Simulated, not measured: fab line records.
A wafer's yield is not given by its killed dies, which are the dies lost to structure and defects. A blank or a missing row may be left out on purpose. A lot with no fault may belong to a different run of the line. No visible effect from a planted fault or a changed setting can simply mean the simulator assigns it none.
One fault through the eyes of 2 desks / flow nand-harc / every desk sees just its own numbers, and what lay behind them comes last

== THE METROLOGY DESK ==
Lot by lot, what the gauges showed, no matter which tool ran the lot: averages of those sampled wafers that carry a number. A lot is out of limits, marked OUT, if its mean lies more than 4 standard deviations from the usual mean; the brackets give that distance.
Columns: A = thk-nm at NHARC_A_ONON_D2_THK_MEAS_14, usual 999 nm; B = cd-nm at NHARC_A_CHANNEL_HOLE_D2_CD_MEAS_10, usual 100.2 nm; C = cd-nm at NHARC_A_CHANNEL_HOLE_D2_CD_MEAS_31, usual 90.1 nm
lot=L189; first seen here=day 12 08:00; A=1023; B=101.3; C=91.4
lot=L192; first seen here=day 14 03:00; A=1005; B=100.5; C=88.9
lot=L194; first seen here=day 14 21:36; A=1022; B=100.4; C=89.5
lot=L196; first seen here=day 15 02:41; A=978; B=103.4 (+6.5) OUT; C=95.9 (+4.1) OUT
lot=L198; first seen here=day 16 04:22; A=998; B=103.3 (+6.3) OUT; C=94.6
lot=L205; first seen here=day 18 23:20; A=995; B=100.1; C=89.3
lot=L206; first seen here=day 19 17:19; A=1001; B=100.7; C=91.0
lot=L211; first seen here=day 21 11:19; A=1002; B=99.9; C=89.4
lot=L212; first seen here=day 22 16:02; A=1002; B=100.5; C=89.4
This desk's verdict: out of limits on L196, L198, starting with L196 at day 15 17:04 (cd-nm at NHARC_A_CHANNEL_HOLE_D2_CD_MEAS_10). In limits: L189, L192, L194, L205, L206, L211, L212.

== THE TOOL OWNER'S DESK: litho-track-01 ==
The tool's own readings at NHARC_A_CHANNEL_HOLE_D2_PEB_08 (peb time 65 s): means of the sampled wafers that have a number, for each lot that ran on this tool. A lot is out of limits, marked OUT, if its mean lies more than 4 standard deviations from the usual mean; the brackets give that distance.
Columns: A = heater-power-total-W at NHARC_A_CHANNEL_HOLE_D2_PEB_08, usual 156.6 W
lot=L189; first seen here=day 12 20:43; A=156.5
lot=L192; first seen here=day 14 15:57; A=156.4
lot=L194; first seen here=day 15 11:22; A=156.6
lot=L196; first seen here=day 15 16:59; A=156.4
lot=L198; first seen here=day 16 20:33; A=156.7
lot=L212; first seen here=day 23 05:13; A=156.9
This desk found nothing out of limits on any of the 6 lots.

== TAKEN TOGETHER ==
On L196, L198, the metrology desk was in a position to raise an alarm at day 15 17:04.
Nothing out of limits was seen by the tool owner's desk.
On record at the tool owner's desk: L196, L198, within its limits.
Of the lots named, all ran NHARC_A_CHANNEL_HOLE_D2_PEB_08 on litho-track-01.

== WHAT HAD BEEN PUT IN BY THE SIMULATOR ==
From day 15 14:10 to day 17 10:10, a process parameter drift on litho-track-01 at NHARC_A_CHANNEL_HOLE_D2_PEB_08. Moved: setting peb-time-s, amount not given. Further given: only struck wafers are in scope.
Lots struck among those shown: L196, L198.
Delay in hours, fault start to first out-of-limits reading, per desk: metrology desk 3.
